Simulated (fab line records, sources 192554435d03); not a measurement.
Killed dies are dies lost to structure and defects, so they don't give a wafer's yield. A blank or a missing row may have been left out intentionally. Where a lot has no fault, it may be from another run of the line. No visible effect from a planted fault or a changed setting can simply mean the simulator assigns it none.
fab line records	flow n5Finfet
[record] lots = 11	wafers = 30	lastDay = 20
route steps=1938 shown BEOL_M8@1355
lots with no fault: from the same line, run without faults
startH: start of the lot's first displayed wafer, in hours after the record's first day	waitH: hours from the lot's prior step to this one	" the same as in the row above	L1.1+2: a row that stands for several wafers	- either no value or no given start	* or withheld: withheld	< > ~ a bound
route shown NAME@n: a module of which the file shows steps, and the number in the route of the first	usual: mean/standard deviation taken from wafers without a fault	same: alike in all rows	chamber/n: place in a boat	sites: readings site by site	_std_site: their standard deviation	_edge_site: inner sites' mean taken away from outer sites' mean	radiusMm: for every site, how far away it sits from the centre of the wafer	mask NAME#n: copy n	behind: the last tool/chamber to shape the wafer	hold: the reason the lot was held/the length of the hold in hours/how it ended	device: the n, p or np transistor that did not switch	end of line: the route-end tests of the same wafers	a step given without rows: its recipe and nothing more	killed: count of dies lost to structure and defects at first sort (not the wafer's yield)	map: dies across one wafer; x = killed, . = not, _ = none there
set.NAME: setting as actually run; set.NAME@STEP: the setting as run at that earlier step	model.NAME: the simulator's own value behind a step, which no gauge read
one table for each step of the route and one row for each wafer, over a sample of lots
services: when a tool's chamber went out of use (startH, in hours from the record's first day, below 0 if earlier), for how many hours, and the reason
[[steps]]
[step N5_BEOL_M8_CD_MEAS_18]
[recipe] pitchNm = 80	targetCdNm = 40
[usual] cdNm = 39.6/0.74
lot.wafer	tool	chamber	startH	waitH	cdNm
L493.3	cdSem-03	-	255.26	0.1	40.4
L493.5	"	-	"	"	39.8
L493.6	"	-	"	"	39.9
L496.1	cdSem-02	-	257.95	0.0	39.4
L496.3	"	-	"	"	40.0
L496.6	"	-	"	"	39.4
L494.4	cdSem-02	-	262.57	0.0	40.2
L494.5	"	-	"	"	40.5
L501.2	cdSem-03	-	283.72	0.1	40.2
L501.5	"	-	"	"	38.6
L501.6	"	-	"	"	38.1
L498.1	cdSem-02	-	292.78	0.0	40.2
L498.6	"	-	"	"	39.7
L506.1	cdSem-03	-	318.85	0.0	39.3
L506.6	"	-	"	"	40.3
L510.1	cdSem-03	-	356.30	0.0	40.4
L510.3	"	-	"	"	40.5
L510.5	"	-	"	"	39.7
L512.4	cdSem-01	-	369.81	0.1	39.6
L512.5	"	-	"	"	39.6
L512.6	"	-	"	"	40.5
L514.2	cdSem-02	-	372.69	0.1	38.9
L514.3	"	-	"	"	38.3
L514.4	"	-	"	"	39.9
L515.1	cdSem-01	-	386.58	0.0	38.9
L515.4	"	-	"	"	38.0
L515.6	"	-	"	"	39.3
L513.2	cdSem-03	-	388.16	0.1	38.6
L513.4	"	-	"	"	40.3
L513.5	"	-	"	"	40.8
[step N5_BEOL_M8_OVL_MEAS_29]
[recipe] pointsPerWafer = 522
[usual] V7_OVL = 0.3/0.65
lot.wafer	tool	chamber	startH	waitH	V7_OVL[nm]
L493.3	overlay-01	0	255.64	0.0	0.2
L493.5	"	0	"	"	-0.1
L493.6	"	0	"	"	-0.1
L496.1	overlay-01	0	260.06	0.0	0.5
L496.3	"	0	"	"	1.5
L496.6	"	0	"	"	0.7
L494.4	overlay-02	0	265.40	0.0	-1.6
L494.5	"	0	"	"	0.9
L501.2	overlay-01	0	284.25	0.0	0.6
L501.5	"	0	"	"	1.3
L501.6	"	0	"	"	0.7
L498.1	overlay-01	0	294.80	0.0	-0.2
L498.6	"	0	"	"	0.0
L506.1	overlay-01	0	320.79	0.0	-0.1
L506.6	"	0	"	"	-0.2
L510.1	overlay-01	0	357.61	0.0	0.0
L510.3	"	0	"	"	-0.3
L510.5	"	0	"	"	0.6
L512.4	overlay-01	0	370.43	0.0	1.7
L512.5	"	0	"	"	1.4
L512.6	"	0	"	"	2.0
L514.2	overlay-02	0	376.28	0.0	0.2
L514.3	"	0	"	"	-0.2
L514.4	"	0	"	"	-0.3
L515.1	overlay-01	0	387.04	0.0	0.5
L515.4	"	0	"	"	0.2
L515.6	"	0	"	"	-0.3
L513.2	overlay-01	0	391.70	0.0	1.4
L513.4	"	0	"	"	0.8
L513.5	"	0	"	"	1.3
[step N5_BEOL_M8_DESCUM_33]
[recipe] chemistry = O2	timeS = 7	sourcePowerW = 50	biasPowerW = 20	pressureMtorr = 20	rfFrequencyHz = 2.712e+07	tempC = 40	resist = CAR-EUV	o2FlowSccm = 225
[usual] drypumpMotorCurrentA = 5.6/0.4	oesProductAu = 0.81/0.098	rfVppV = 243.2/1.6	showerheadPlenumPTorr = 2.10/0.081	throttleValvePct = 20.38/0.28
lot.wafer	tool	chamber	startH	waitH	drypumpMotorCurrentA	oesProductAu	rfHoursCounterH	rfVppV	showerheadPlenumPTorr	throttleValvePct
L493.3	rieDiel-01	2	255.72	0.0	5.1	0.69	228	243.4	2.06	20.60
L493.5	"	1	"	"	5.8	0.76	-	244.0	2.18	20.18
L493.6	"	2	"	"	5.1	0.69	-	242.5	2.06	20.60
L496.1	rieDiel-01	0	260.30	0.2	6.2	0.98	2	244.4	2.16	20.33
L496.3	"	1	"	"	5.8	0.77	141	242.6	2.18	20.18
L496.6	"	2	"	"	5.1	0.69	-	242.8	2.06	20.60
L494.4	rieDiel-04	3	265.47	0.0	5.5	0.74	173	241.6	2.03	20.65
L494.5	"	3	"	"	5.5	0.75	-	241.2	2.03	20.63
L501.2	rieDiel-01	0	284.35	0.1	6.2	0.95	12	243.3	2.16	20.33
L501.5	"	0	"	"	6.2	0.94	-	244.8	2.16	20.32
L501.6	"	1	"	"	5.8	0.76	-	245.5	2.18	20.19
L498.1	rieDiel-01	3	294.89	0.0	5.0	0.73	181	241.5	2.01	20.73
L498.6	"	1	"	"	5.8	0.77	-	243.7	2.18	20.20
L506.1	rieDiel-01	3	320.88	0.0	5.0	0.72	190	241.4	2.01	20.74
L506.6	"	0	"	"	6.3	0.92	-	244.4	2.16	20.35
L510.1	rieDiel-05	2	358.10	0.4	5.3	0.89	30	244.5	2.11	20.14
L510.3	"	1	"	"	6.1	0.72	190	243.1	2.08	20.93
L510.5	"	1	"	"	6.1	0.73	-	242.8	2.08	20.92
L512.4	rieDiel-05	0	370.52	0.0	5.1	0.96	-	245.2	2.20	19.86
L512.5	"	3	"	"	5.5	0.91	-	244.6	2.23	20.05
L512.6	"	2	"	"	5.3	0.88	-	242.0	2.11	20.15
L514.2	rieDiel-05	0	376.37	0.0	5.2	0.96	4	246.7	2.20	19.88
L514.3	"	2	"	"	5.3	0.87	40	243.2	2.11	20.15
L514.4	"	3	"	"	5.4	0.89	-	245.1	2.23	20.06
L515.1	rieDiel-01	0	387.52	0.4	6.2	0.87	49	243.3	2.15	20.41
L515.4	"	1	"	"	5.8	0.74	185	244.0	2.17	20.24
L515.6	"	0	"	"	6.2	0.87	-	243.9	2.15	20.40
L513.2	rieDiel-04	3	391.85	0.1	5.5	0.71	226	240.5	2.01	20.72
L513.4	"	3	"	"	5.5	0.70	-	241.0	2.01	20.71
L513.5	"	2	"	"	5.6	0.80	-	242.6	2.08	20.52
[step N5_BEOL_M8_ETCH_65]
[recipe] chemistry = CF4	target = SiARC	targetDepthA = 156	maskMaterial = CAR-EUV	timeS = 26	ionEnergyEv = 80	pressureMtorr = 40	sourceW = 545	biasW = 36	Ar_flow_sccm = 100	cf4FlowSccm = 100	ends = cleared
[usual] drypumpMotorCurrentA = 5.6/0.4	etchRfOnTimeS = 25.7/0.82	oesProductAu = 0.69/0.082	rfVppV = 184.1/1.2	showerheadPlenumPTorr = 2.15/0.085	throttleValvePct = 15.55/0.26
lot.wafer	tool	chamber	startH	waitH	drypumpMotorCurrentA	etchRfOnTimeS	oesProductAu	rfHoursCounterH	rfVppV	showerheadPlenumPTorr	throttleValvePct
L493.3	rieDiel-01	2	255.78	0.0	5.1	25.9	0.59	228	181.9	2.10	15.73
L493.5	"	1	"	"	5.8	27.2	0.65	-	184.9	2.24	15.46
L493.6	"	2	"	"	5.1	25.9	0.60	-	183.7	2.10	15.75
L496.1	rieDiel-01	0	260.36	0.0	6.2	24.7	0.85	2	184.8	2.20	15.34
L496.3	"	1	"	"	5.8	26.9	0.64	141	184.9	2.24	15.48
L496.6	"	2	"	"	5.1	25.4	0.61	-	183.4	2.10	15.75
L494.4	rieDiel-04	3	265.52	0.0	5.5	24.2	0.66	173	182.0	2.04	15.63
L494.5	"	3	"	"	5.5	24.1	0.66	-	183.2	2.04	15.64
L501.2	rieDiel-01	0	284.41	0.0	6.2	24.7	0.82	12	185.7	2.19	15.37
L501.5	"	0	"	"	6.2	24.7	0.82	-	184.4	2.19	15.36
L501.6	"	1	"	"	5.8	20.0	0.76	-	183.3	2.23	15.49
L498.1	rieDiel-01	3	294.95	0.0	5.0	19.5	0.75	181	183.1	2.05	15.80
L498.6	"	1	"	"	5.8	20.2	0.75	-	185.0	2.23	15.52
L506.1	rieDiel-01	3	320.93	0.0	5.0	19.9	0.73	190	182.9	2.04	15.83
L506.6	"	0	"	"	6.2	18.8	0.93	-	184.5	2.19	15.40
L510.1	rieDiel-05	2	358.15	0.0	5.3	25.7	0.76	30	183.4	2.19	15.39
L510.3	"	1	"	"	6.2	25.5	0.63	190	184.6	2.11	15.91
L510.5	"	1	"	"	6.2	25.6	0.63	-	183.3	2.11	15.92
L512.4	rieDiel-05	0	370.57	0.0	5.1	25.9	0.82	-	187.0	2.27	15.09
L512.5	"	3	"	"	5.5	24.9	0.77	-	186.0	2.28	15.23
L512.6	"	2	"	"	5.2	25.9	0.74	-	184.5	2.18	15.40
L514.2	rieDiel-05	0	376.42	0.0	5.2	25.9	0.82	4	185.0	2.26	15.09
L514.3	"	2	"	"	5.2	26.0	0.73	40	185.7	2.18	15.41
L514.4	"	3	"	"	5.4	25.1	0.76	-	185.8	2.28	15.23
L515.1	rieDiel-01	0	387.57	0.0	6.2	25.2	0.75	49	184.4	2.18	15.43
L515.4	"	1	"	"	5.8	26.9	0.61	185	185.5	2.22	15.55
L515.6	"	0	"	"	6.3	25.0	0.75	-	185.3	2.18	15.45
L513.2	rieDiel-04	3	391.90	0.0	5.5	24.3	0.63	226	182.2	2.03	15.74
L513.4	"	3	"	"	5.5	24.2	0.63	-	183.0	2.03	15.75
L513.5	"	2	"	"	5.6	24.8	0.68	-	183.2	2.17	15.97
[[services]]
tool	chamber	startH	hours	kind
rieDiel-05	3	240.08	-	clean
rieDiel-05	3	240.08	-	consumableReplace:focusRing
rieDiel-05	3	240.08	-	consumableReplace:showerhead
rieDiel-05	3	240.08	25.9	scheduledDown
rieDiel-05	3	240.08	25.9	ventCycle
rieDiel-04	0	268.44	10.6	repair
rieDiel-05	2	269.41	-	clean
rieDiel-05	2	269.41	-	consumableReplace:focusRing
rieDiel-05	2	269.41	16.1	scheduledDown
rieDiel-05	2	269.41	16.1	ventCycle
rieDiel-04	3	273.77	2.0	repair
rieDiel-05	1	286.76	30.4	repair
rieDiel-01	1	313.20	6.2	repair
rieDiel-01	2	319.40	-	clean
rieDiel-01	2	319.40	-	consumableReplace:focusRing
rieDiel-01	2	319.40	19.2	scheduledDown
rieDiel-01	2	319.40	19.2	ventCycle
rieDiel-05	0	350.11	-	clean
rieDiel-05	0	350.11	-	consumableReplace:focusRing
rieDiel-05	0	350.11	-	consumableReplace:showerhead
rieDiel-05	0	350.11	16.8	scheduledDown
rieDiel-01	-	351.84	15.6	pm
rieDiel-04	1	380.23	18.4	repair
rieDiel-04	0	386.71	4.0	repair
[[key]]
[firstSign] step = N5_BEOL_M8_ETCH_65	reading = etchRfOnTimeS	direction = down	sigmas = 7.3	usual = *	struck = *
effect none on later readings
metAt N5_BEOL_M8_ETCH_65
struckLots L498,L501,L506
struckWafers L498.1,L498.6,L501.6,L506.1,L506.6
[baselineLoss] step = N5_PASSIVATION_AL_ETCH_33	wafers = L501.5
notActingAt N5_BEOL_M8_CD_MEAS_18,N5_BEOL_M8_OVL_MEAS_29,N5_BEOL_M8_DESCUM_33
onsetBetween 260.36 284.41
[fault] kind = processParameterDrift	tool = rieDiel-01	chamber = -	onsetH = 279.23	steps = N5_BEOL_M8_ETCH_65	channel = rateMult	offset = 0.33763	shape = step	endH = 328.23	scope = struckWafersOnly
// baselineLoss: these wafers lose ten dies or more at that step, a loss of the line's own and not of a fault; the sort's usual values leave them out
